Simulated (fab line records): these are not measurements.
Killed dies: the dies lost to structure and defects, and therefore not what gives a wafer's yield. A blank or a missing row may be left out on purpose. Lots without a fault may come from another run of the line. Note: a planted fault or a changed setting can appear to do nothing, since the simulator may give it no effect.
Comparing a struck lot with a sound one -- flow n5-finfet -- 14 steps out of a route of 1938
Sound: wafers L756.1, L756.2, L756.3. Wafers L741.3, L741.4, L741.5 were the ones struck. The cause comes at the end.
Order at every step that has rows: each side's tool, ch and its chambers, its first start. Under that, the readings that differ: sound wafers -- struck wafers -- difference of the means -- sigmas: that difference in standard deviations of wafers without a fault.
alike: same words and numbers on both sides, and readings whose means sit less than 2 such deviations apart. not compared: any withheld reading, any reading some wafer has no value for, any bound like >300 that may hide the same value, and any number with overlapping values for which the record gives no deviation.
The two part at a step that has a row with sigmas, a row that says differs or no value, or rows on one side only. Numbers that don't overlap but have no deviation are shown without sigmas and don't part them. A reading that every wafer of one side lacks parts them only if that side has two wafers or more.

N5_BEOL_M0_INSPECT_127: inspects for defects (darkfield).
  struck on defect-inspect-02, day 7 04:25; sound on defect-inspect-02, day 11 19:06
  alike: raw-defect-count
N5_BEOL_M1_ILD_DEP_00: deposits SiOC from DEMS/O2, target thk 79 nm, time 15.3 s.
  sound on pecvd-03 ch 0,1,2, day 11 19:08; struck on pecvd-03 ch 0,1,2, day 7 04:27
  alike: chamber-pressure-Torr, heater-power-w, showerhead-plenum-p-Torr, showerhead-vpp-V, throttle-valve-pct
N5_BEOL_M1_THK_MEAS_01:
  struck on film-metro-01, day 7 04:31; sound on film-metro-02, day 11 19:12
  alike: M1_ILD_THK
N5_BEOL_M1_PECVD_72: deposits SiO2 from TEOS/O2, target thk 16 nm, time 18 s.
  sound on pecvd-02 ch 0,1,2, day 11 19:14; struck on pecvd-02 ch 0,2, day 7 04:33
  alike: chamber-pressure-Torr, heater-power-w, showerhead-plenum-p-Torr, showerhead-vpp-V, throttle-valve-pct
N5_BEOL_M1_HM_DEP_02: deposits TiN, target thk 20 nm.
  struck on pvd-sputter-02, day 7 05:10; sound on pvd-sputter-03, day 11 20:53
  alike: chamber-pressure-pa, substrate-temp-c, throttle-valve-pct
then, 7 steps without rows for these wafers: N5_BEOL_M1_COAT_61 (time 60 s, resist thk 60 nm); N5_BEOL_M1_COAT_62 (time 60 s, resist thk 12 nm); N5_BEOL_M1_COAT_73 (time 60 s, resist thk 5 nm); N5_BEOL_M1_COAT_05 (resist thk 30 nm); N5_BEOL_M1_EBR_07; N5_BEOL_M1_SOFTBAKE_06 (time 60 s); N5_BEOL_M1_EXPOSE_08 (exposes mask M1).
N5_BEOL_M1_PEB_09: peb time 60 s.
  sound on litho-track-05 ch 0, day 11 21:20; struck on litho-track-05, day 7 05:30
  no value came back on the struck wafers for chill-plate-temp-C (C), exhaust-pa (Pa); on the sound wafers chill-plate-temp-C (C) reads 22.98 23.03 23.02
then, 1 step without rows for these wafers: N5_BEOL_M1_DEVELOP_10 (develop time 30 s).

WHERE THEY PART
N5_BEOL_M1_PEB_09 only, going by this record.

WHY: whatever the simulator had introduced
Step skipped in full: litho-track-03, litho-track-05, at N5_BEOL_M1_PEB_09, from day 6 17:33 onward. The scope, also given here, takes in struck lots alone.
